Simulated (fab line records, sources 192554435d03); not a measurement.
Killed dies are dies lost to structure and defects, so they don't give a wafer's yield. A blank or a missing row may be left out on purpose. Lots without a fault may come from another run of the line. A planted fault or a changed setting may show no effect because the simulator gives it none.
Which tool did it? | flow n5_finfet | 22 lots, 66 wafers sampled, at 6 steps of a route of 1938

WHAT THE GAUGES READ, wafer by wafer
N5_BEOL_M1_THK_MEAS_53: measures by xrf.
lot  | measured     | on            | M1_THK (nm)
L074 | day 6 10:06  | film_metro-02 | 43.6 44.5 42.6
L075 | day 6 17:20  | film_metro-02 | 41.1 44.5 41.7
L076 | day 7 02:18  | film_metro-01 | 43.9 40.9 43.9
L077 | day 7 05:29  | film_metro-01 | 42.9 42.6 43.0
L078 | day 7 11:42  | film_metro-02 | 39.9 41.0 41.0
L079 | day 8 13:36  | film_metro-02 | 41.9 44.3 43.1
L081 | day 8 21:14  | film_metro-01 | 39.3 41.9 40.7
L082 | day 8 21:32  | film_metro-02 | 42.6 43.3 43.9
L080 | day 9 00:10  | film_metro-02 | 41.9 43.9 44.9
L083 | day 9 04:02  | film_metro-02 | 39.5 41.9 42.7
L085 | day 9 00:27  | film_metro-01 | 40.7 40.0 41.8
L084 | day 9 12:47  | film_metro-02 | 41.4 40.8 42.0
L087 | day 9 14:52  | film_metro-01 | 41.1 39.9 37.7
L086 | day 9 14:19  | film_metro-01 | 41.8 42.9 42.4
L088 | day 10 00:49 | film_metro-02 | 41.8 39.1 41.7
L089 | day 10 09:05 | film_metro-02 | 38.0 39.9 44.8
L092 | day 11 00:53 | film_metro-01 | 41.5 42.3 41.5
L091 | day 11 04:37 | film_metro-02 | 42.9 41.4 41.5
L093 | day 11 05:55 | film_metro-02 | 42.0 40.8 42.0
L094 | day 11 22:16 | film_metro-01 | 42.4 44.9 41.6
L095 | day 12 06:02 | film_metro-01 | 39.1 38.5 40.1
L097 | day 12 10:09 | film_metro-01 | 41.9 41.2 42.6

WHICH TOOL RAN EACH LOT (tool, then ch and the chambers of the sampled wafers, then the start)
lot  | N5_BEOL_M1_DESCUM_33               | N5_BEOL_M1_ETCH_77                 | N5_BEOL_M1_STRIP_36                | N5_BEOL_M1_PRE_CLEAN_45      | N5_BEOL_M1_SPUTTER_88
L074 | rie_diel-04 ch 1,2,3, day 6 01:31  | rie_diel-04 ch 1,2,3, day 6 01:33  | rie_diel-01 ch 0,3, day 6 06:07    | pvd_sputter-02, day 6 06:40  | pvd_sputter-03, day 6 08:21
L075 | rie_diel-05 ch 1,2,3, day 6 11:28  | rie_diel-05 ch 1,2,3, day 6 11:30  | rie_diel-01 ch 1,3, day 6 13:05    | pvd_sputter-01, day 6 14:02  | pvd_sputter-01, day 6 15:40
L076 | rie_diel-01 ch 0,1,3, day 6 20:01  | rie_diel-01 ch 0,1,3, day 6 20:03  | rie_diel-04 ch 0,1,3, day 6 20:51  | pvd_sputter-03, day 6 21:28  | pvd_sputter-01, day 7 00:38
L077 | rie_diel-01 ch 0,2, day 6 21:11    | rie_diel-01 ch 0,2, day 6 21:13    | rie_diel-04 ch 2,3, day 7 01:29    | pvd_sputter-02, day 7 02:11  | pvd_sputter-01, day 7 03:50
L078 | rie_diel-01 ch 0,3, day 7 06:50    | rie_diel-01 ch 0,3, day 7 06:52    | rie_diel-05 ch 0,1, day 7 07:40    | pvd_sputter-02, day 7 08:28  | pvd_sputter-02, day 7 10:02
L079 | rie_diel-05 ch 0,1,3, day 7 15:49  | rie_diel-05 ch 0,1,3, day 7 15:51  | rie_diel-01 ch 1,2,3, day 8 07:59  | pvd_sputter-01, day 8 08:39  | pvd_sputter-02, day 8 11:55
L081 | rie_diel-05 ch 1,2,3, day 8 14:28  | rie_diel-05 ch 1,2,3, day 8 14:30  | rie_diel-05 ch 0,1, day 8 16:11    | pvd_sputter-01, day 8 17:52  | pvd_sputter-02, day 8 19:18
L082 | rie_diel-05 ch 0,3, day 8 14:37    | rie_diel-05 ch 0,3, day 8 14:39    | rie_diel-01 ch 0,1,3, day 8 16:17  | pvd_sputter-01, day 8 18:02  | pvd_sputter-01, day 8 19:52
L080 | rie_diel-05 ch 1,2, day 8 14:43    | rie_diel-05 ch 1,2, day 8 14:46    | rie_diel-01 ch 2,3, day 8 18:26    | pvd_sputter-02, day 8 20:43  | pvd_sputter-02, day 8 22:13
L083 | rie_diel-01 ch 0,1,3, day 8 14:52  | rie_diel-01 ch 0,1,3, day 8 14:53  | rie_diel-04 ch 0,1, day 9 00:18    | pvd_sputter-01, day 9 00:44  | pvd_sputter-03, day 9 02:21
L085 | rie_diel-01 ch 0,1,2, day 8 19:17  | rie_diel-01 ch 0,1,2, day 8 19:19  | rie_diel-01 ch 0,3, day 8 20:35    | pvd_sputter-02, day 8 21:13  | pvd_sputter-01, day 8 22:47
L084 | rie_diel-05 ch 1,3, day 8 19:36    | rie_diel-05 ch 1,3, day 8 19:38    | rie_diel-01 ch 2,3, day 9 07:48    | pvd_sputter-03, day 9 08:19  | pvd_sputter-01, day 9 11:07
L087 | rie_diel-05 ch 0,1,2, day 9 01:48  | rie_diel-05 ch 0,1,2, day 9 01:50  | rie_diel-05 ch 0,1, day 9 10:25    | pvd_sputter-02, day 9 11:11  | pvd_sputter-01, day 9 12:58
L086 | rie_diel-04 ch 1,2, day 9 08:22    | rie_diel-04 ch 1,2, day 9 08:23    | rie_diel-01 ch 0,2, day 9 10:19    | pvd_sputter-03, day 9 11:10  | pvd_sputter-03, day 9 12:38
L088 | rie_diel-04 ch 1,2, day 9 19:37    | rie_diel-04 ch 1,2, day 9 19:39    | rie_diel-01 ch 1,2,3, day 9 21:05  | pvd_sputter-03, day 9 21:35  | pvd_sputter-02, day 9 23:08
L089 | rie_diel-04 ch 1,2,3, day 10 00:01 | rie_diel-04 ch 1,2,3, day 10 00:03 | rie_diel-05 ch 1,3, day 10 03:22   | pvd_sputter-03, day 10 04:08 | pvd_sputter-02, day 10 07:26
L092 | rie_diel-05 ch 0,1,3, day 10 18:16 | rie_diel-05 ch 0,1,3, day 10 18:17 | rie_diel-04 ch 0,1,2, day 10 20:46 | pvd_sputter-03, day 10 21:24 | pvd_sputter-03, day 10 23:04
L091 | rie_diel-04 ch 1,2,3, day 10 22:37 | rie_diel-04 ch 1,2,3, day 10 22:39 | rie_diel-04 ch 0,2,3, day 11 00:27 | pvd_sputter-01, day 11 01:02 | pvd_sputter-02, day 11 02:41
L093 | rie_diel-01 ch 1,3, day 10 22:40   | rie_diel-01 ch 1,3, day 10 22:43   | rie_diel-05 ch 0,2,3, day 11 00:28 | pvd_sputter-03, day 11 01:07 | pvd_sputter-01, day 11 04:15
L094 | rie_diel-04 ch 0,1, day 11 11:11   | rie_diel-04 ch 0,1, day 11 11:13   | rie_diel-01 ch 0,3, day 11 17:56   | pvd_sputter-01, day 11 18:36 | pvd_sputter-01, day 11 20:36
L095 | rie_diel-04 ch 2,3, day 12 00:02   | rie_diel-04 ch 2,3, day 12 00:04   | rie_diel-01 ch 0,3, day 12 01:42   | pvd_sputter-03, day 12 02:36 | pvd_sputter-03, day 12 04:11
L097 | rie_diel-04 ch 1,2, day 12 04:04   | rie_diel-04 ch 1,2, day 12 04:07   | rie_diel-04 ch 0,2,3, day 12 06:26 | pvd_sputter-03, day 12 06:56 | pvd_sputter-02, day 12 08:29
- N5_BEOL_M1_DESCUM_33: chemistry O2, time 7 s.
- N5_BEOL_M1_ETCH_77: etches underlayer in N2/H2, target depth 6.5 nm, time 5.2 s.
- N5_BEOL_M1_STRIP_36: strips in N2/H2.
- N5_BEOL_M1_PRE_CLEAN_45: time 30 s.
- N5_BEOL_M1_SPUTTER_88: material Cu, target thk 4.5 nm, time 8.29 s.

WHAT THE TOOLS THEMSELVES READ (means of the sampled wafers that have a number; where no wafer has one, the mark that the record gives instead)
N5_BEOL_M1_DESCUM_33.
lot  | tool        | chamber_pressure_mTorr (mTorr) | drypump_motor_current_A (A) | oes_product_au (a.u.) | rf_vpp_V (V) | showerhead_plenum_p_Torr (Torr) | throttle_valve_pct (%)
L074 | rie_diel-04 | 20.00                          | 6.1                         | 0.78                  | 243.9        | 2.12                            | 20.33
L075 | rie_diel-05 | 19.99                          | 5.6                         | 0.72                  | 242.6        | 2.09                            | 20.40
L076 | rie_diel-01 | 20.01                          | 5.5                         | 0.78                  | 241.9        | 2.07                            | 20.34
L077 | rie_diel-01 | 20.00                          | 5.3                         | 0.80                  | 243.3        | 2.10                            | 20.51
L078 | rie_diel-01 | 19.99                          | 5.5                         | 0.78                  | 243.2        | 2.05                            | 20.31
L079 | rie_diel-05 | 20.00                          | 5.4                         | 0.79                  | 244.3        | 2.14                            | 20.39
L081 | rie_diel-05 | 20.01                          | 5.6                         | 0.72                  | 243.1        | 2.09                            | 20.41
L082 | rie_diel-05 | 20.01                          | 5.5                         | 0.76                  | 244.2        | 2.13                            | 20.50
L080 | rie_diel-05 | 20.00                          | 5.6                         | 0.73                  | 243.2        | 2.09                            | 20.38
L083 | rie_diel-01 | 19.99                          | 5.5                         | 0.77                  | 243.2        | 2.07                            | 20.35
L085 | rie_diel-01 | 19.99                          | 5.4                         | 0.75                  | 243.0        | 2.09                            | 20.54
L084 | rie_diel-05 | 20.00                          | 5.3                         | 0.72                  | 243.7        | 2.10                            | 20.34
L087 | rie_diel-05 | 20.00                          | 5.5                         | 0.79                  | 243.8        | 2.14                            | 20.37
L086 | rie_diel-04 | 19.99                          | 6.2                         | 0.82                  | 243.3        | 2.09                            | 20.17
L088 | rie_diel-04 | 20.00                          | 6.2                         | 0.81                  | 243.2        | 2.09                            | 20.17
L089 | rie_diel-04 | 20.00                          | 6.1                         | 0.83                  | 243.5        | 2.11                            | 20.24
L092 | rie_diel-05 | 20.01                          | 5.4                         | 0.76                  | 243.8        | 2.14                            | 20.43
L091 | rie_diel-04 | 19.99                          | 6.1                         | 0.82                  | 243.3        | 2.11                            | 20.26
L093 | rie_diel-01 | 19.99                          | 5.7                         | 0.73                  | 242.6        | 2.03                            | 20.35
L094 | rie_diel-04 | 20.01                          | 5.8                         | 0.86                  | 243.5        | 2.14                            | 20.33
L095 | rie_diel-04 | 20.00                          | 6.0                         | 0.88                  | 243.0        | 2.10                            | 20.11
L097 | rie_diel-04 | 20.01                          | 6.2                         | 0.79                  | 242.9        | 2.08                            | 20.20

N5_BEOL_M1_ETCH_77.
lot  | tool        | chamber_pressure_mTorr (mTorr) | drypump_motor_current_A (A) | etch_rf_on_time_s (s) | oes_product_au (a.u.) | rf_vpp_V (V) | showerhead_plenum_p_Torr (Torr) | throttle_valve_pct (%)
L074 | rie_diel-04 | 30.01                          | 6.1                         | 5.13                  | 0.66                  | 526.0        | 2.58                            | 17.80
L075 | rie_diel-05 | 30.01                          | 5.6                         | 5.30                  | 0.62                  | 524.0        | 2.53                            | 17.78
L076 | rie_diel-01 | 30.02                          | 5.5                         | 5.16                  | 0.66                  | 524.8        | 2.52                            | 17.72
L077 | rie_diel-01 | 30.01                          | 5.3                         | 5.20                  | 0.68                  | 524.2        | 2.55                            | 17.89
L078 | rie_diel-01 | 30.03                          | 5.6                         | 5.14                  | 0.66                  | 523.2        | 2.48                            | 17.69
L079 | rie_diel-05 | 30.00                          | 5.4                         | 5.20                  | 0.67                  | 524.8        | 2.59                            | 17.74
L081 | rie_diel-05 | 30.01                          | 5.6                         | 5.38                  | 0.60                  | 523.3        | 2.53                            | 17.78
L082 | rie_diel-05 | 29.98                          | 5.5                         | 5.32                  | 0.64                  | 524.1        | 2.58                            | 17.81
L080 | rie_diel-05 | 30.01                          | 5.7                         | 5.31                  | 0.62                  | 524.2        | 2.53                            | 17.78
L083 | rie_diel-01 | 30.01                          | 5.5                         | 5.16                  | 0.66                  | 524.4        | 2.51                            | 17.73
L085 | rie_diel-01 | 29.99                          | 5.4                         | 5.19                  | 0.65                  | 524.4        | 2.53                            | 17.95
L084 | rie_diel-05 | 29.98                          | 5.3                         | 5.27                  | 0.62                  | 523.1        | 2.54                            | 17.72
L087 | rie_diel-05 | 30.02                          | 5.5                         | 5.27                  | 0.67                  | 524.9        | 2.59                            | 17.76
L086 | rie_diel-04 | 30.01                          | 6.2                         | 5.01                  | 0.71                  | 522.4        | 2.53                            | 17.56
L088 | rie_diel-04 | 30.02                          | 6.2                         | 5.12                  | 0.69                  | 523.1        | 2.53                            | 17.59
L089 | rie_diel-04 | 29.99                          | 6.1                         | 5.13                  | 0.72                  | 525.1        | 2.57                            | 17.69
L092 | rie_diel-05 | 30.01                          | 5.4                         | 5.30                  | 0.65                  | 526.3        | 2.58                            | 17.73
L091 | rie_diel-04 | 30.01                          | 6.1                         | 5.11                  | 0.71                  | 524.9        | 2.57                            | 17.71
L093 | rie_diel-01 | 30.02                          | 5.6                         | 5.24                  | 0.62                  | 521.4        | 2.46                            | 17.78
L094 | rie_diel-04 | 30.00                          | 5.9                         | 5.20                  | 0.73                  | 526.7        | 2.61                            | 17.76
L095 | rie_diel-04 | 30.03                          | 6.0                         | 5.18                  | 0.75                  | 523.9        | 2.56                            | 17.61
L097 | rie_diel-04 | 30.01                          | 6.2                         | 5.03                  | 0.68                  | 523.4        | 2.52                            | 17.61

N5_BEOL_M1_STRIP_36.
lot  | tool        | chamber_pressure_mTorr (mTorr) | drypump_motor_current_A (A) | oes_product_au (a.u.) | rf_vpp_V (V) | showerhead_plenum_p_Torr (Torr) | throttle_valve_pct (%)
L074 | rie_diel-01 | 20.01                          | 5.6                         | 0.78                  | 59.5         | 2.48                            | 23.52
L075 | rie_diel-01 | 20.01                          | 5.6                         | 0.75                  | 59.1         | 2.47                            | 23.51
L076 | rie_diel-04 | 20.02                          | 5.9                         | 0.70                  | 59.5         | 2.62                            | 23.79
L077 | rie_diel-04 | 20.00                          | 6.0                         | 0.77                  | 60.0         | 2.57                            | 23.63
L078 | rie_diel-05 | 20.00                          | 5.3                         | 0.81                  | 59.2         | 2.60                            | 23.41
L079 | rie_diel-01 | 19.98                          | 5.6                         | 0.72                  | 59.3         | 2.49                            | 23.71
L081 | rie_diel-05 | 19.99                          | 5.3                         | 0.86                  | 58.6         | 2.65                            | 23.46
L082 | rie_diel-01 | 19.97                          | 5.5                         | 0.77                  | 57.8         | 2.51                            | 23.46
L080 | rie_diel-01 | 20.01                          | 5.6                         | 0.73                  | 60.2         | 2.46                            | 23.74
L083 | rie_diel-04 | 19.99                          | 5.8                         | 0.69                  | 59.9         | 2.61                            | 23.78
L085 | rie_diel-01 | 20.00                          | 5.4                         | 0.80                  | 58.8         | 2.52                            | 23.48
L084 | rie_diel-01 | 19.99                          | 5.5                         | 0.70                  | 59.3         | 2.48                            | 23.92
L087 | rie_diel-05 | 20.00                          | 5.3                         | 0.79                  | 59.0         | 2.59                            | 23.42
L086 | rie_diel-01 | 19.98                          | 5.3                         | 0.77                  | 59.6         | 2.54                            | 23.67
L088 | rie_diel-01 | 20.02                          | 5.5                         | 0.71                  | 58.4         | 2.49                            | 23.72
L089 | rie_diel-05 | 20.01                          | 5.5                         | 0.69                  | 57.8         | 2.52                            | 23.45
L092 | rie_diel-04 | 20.00                          | 6.0                         | 0.84                  | 58.6         | 2.56                            | 23.43
L091 | rie_diel-04 | 20.00                          | 5.9                         | 0.92                  | 58.8         | 2.57                            | 23.41
L093 | rie_diel-05 | 20.00                          | 5.6                         | 0.76                  | 58.9         | 2.57                            | 23.51
L094 | rie_diel-01 | 20.00                          | 5.4                         | 0.77                  | 58.4         | 2.51                            | 23.53
L095 | rie_diel-01 | 19.96                          | 5.5                         | 0.73                  | 59.4         | 2.47                            | 23.53
L097 | rie_diel-04 | 19.99                          | 5.9                         | 0.89                  | 59.9         | 2.56                            | 23.45

N5_BEOL_M1_PRE_CLEAN_45.
lot  | tool           | heater_power_w (W)
L074 | pvd_sputter-02 | 391
L075 | pvd_sputter-01 | 350
L076 | pvd_sputter-03 | 332
L077 | pvd_sputter-02 | 394
L078 | pvd_sputter-02 | 341
L079 | pvd_sputter-01 | 335
L081 | pvd_sputter-01 | 346
L082 | pvd_sputter-01 | 354
L080 | pvd_sputter-02 | 302
L083 | pvd_sputter-01 | 341
L085 | pvd_sputter-02 | 343
L084 | pvd_sputter-03 | 336
L087 | pvd_sputter-02 | 372
L086 | pvd_sputter-03 | 333
L088 | pvd_sputter-03 | 312
L089 | pvd_sputter-03 | 320
L092 | pvd_sputter-03 | 327
L091 | pvd_sputter-01 | 351
L093 | pvd_sputter-03 | 326
L094 | pvd_sputter-01 | 349
L095 | pvd_sputter-03 | 349
L097 | pvd_sputter-03 | 326

N5_BEOL_M1_SPUTTER_88.
lot  | tool           | chuck_sensor_temp_C (C) | throttle_valve_pct (%)
L074 | pvd_sputter-03 | -15.9                   | 29.6
L075 | pvd_sputter-01 | -16.7                   | 28.8
L076 | pvd_sputter-01 | -16.1                   | 29.1
L077 | pvd_sputter-01 | -16.0                   | 30.1
L078 | pvd_sputter-02 | -15.7                   | 30.0
L079 | pvd_sputter-02 | -16.3                   | 30.2
L081 | pvd_sputter-02 | -15.9                   | 29.3
L082 | pvd_sputter-01 | -16.2                   | 29.1
L080 | pvd_sputter-02 | -16.3                   | 29.9
L083 | pvd_sputter-03 | -15.9                   | 29.6
L085 | pvd_sputter-01 | -16.4                   | 29.9
L084 | pvd_sputter-01 | -16.3                   | 29.8
L087 | pvd_sputter-01 | -16.4                   | 29.7
L086 | pvd_sputter-03 | -15.7                   | 30.5
L088 | pvd_sputter-02 | -15.8                   | 31.1
L089 | pvd_sputter-02 | -16.0                   | 29.4
L092 | pvd_sputter-03 | -15.7                   | 30.5
L091 | pvd_sputter-02 | -15.9                   | 30.5
L093 | pvd_sputter-01 | -16.5                   | 29.8
L094 | pvd_sputter-01 | -16.3                   | 28.8
L095 | pvd_sputter-03 | -16.1                   | 29.7
L097 | pvd_sputter-02 | -16.0                   | 29.5

THE ANSWER, worked out from the rows above alone
Rule: what is usual is taken from the lots themselves. Put in order of their means at a reading, lots are off if they are a third of the lots or fewer, leave a main group of 4 or more, and stand apart from it by a gap of 3 or more times the standard deviation of the main group's means; of several such gaps the widest counts. A main group whose means are all the same, to the digits that the tables above print for the reading, isn't used. A lot without any number at a reading at which 4 lots or more have one is off too. The other lots that the step has rows for count as sound. The gauges are gone through in route order, then the tools' own readings, and for those a lot's mean is taken as printed above. The first step at which some lot is off is used, and at that step the reading that is off furthest; a lot without a number counts as furthest.
No lot is off at any reading shown: from this, nothing can be told.

WHAT THE SIMULATOR HAD PUT IN
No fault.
